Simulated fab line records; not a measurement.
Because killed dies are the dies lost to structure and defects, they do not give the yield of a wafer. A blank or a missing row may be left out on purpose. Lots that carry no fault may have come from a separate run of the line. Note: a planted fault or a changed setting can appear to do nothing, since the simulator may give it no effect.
Chamber matching	flow n5 finfet	3 sister chambers for N5_BEOL_M0_SAQP_PECVD_03 on pecvd-01
The step deposits SiCN from 3MS/NH3, target thk 12 nm, time 21.1 s. 3 wafers are shown with their chamber, then 8 later ones without.

== EACH WAFER AND ITS CHAMBER ==
wafer	chamber	throttle valve pct (%)
L083.6	1	8.7
L086.4	2	8.5
L087.1	0	9.7

== WAFERS WITH NO CHAMBER GIVEN ==
wafer	throttle valve pct (%)
L087.2	8.3
L087.6	8.5
L088.2	8.5
L088.5	9.6
L088.6	8.4
L097.4	8.7
L097.5	8.4
L097.6	9.7

== WHICH CHAMBER EACH ONE RAN IN ==
wafer	from the rows above	in truth
L087.2	2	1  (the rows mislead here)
L087.6	2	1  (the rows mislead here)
L088.2	2	2
L088.5	0	0
L088.6	2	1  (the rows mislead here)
L097.4	1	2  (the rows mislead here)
L097.5	2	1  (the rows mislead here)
L097.6	0	0
Placed correctly: 3 of 8. From these rows, 0 cannot be placed. Placed wrongly: 5.
How it was worked out, from the rows above alone: a wafer's distance from a chamber is the root of the sum, over the readings, of the square of ((its reading less the chamber's mean) divided by the reading's scatter). If the next closest chamber is less than 2 further off than the closest, the wafer can't be placed; otherwise it belongs to the closest. The mean given for a chamber averages the wafers shown for that chamber. The scatter (one wafer shown for each chamber): square how far every hidden wafer sits from the nearest shown wafer, average those squares and take the square root.
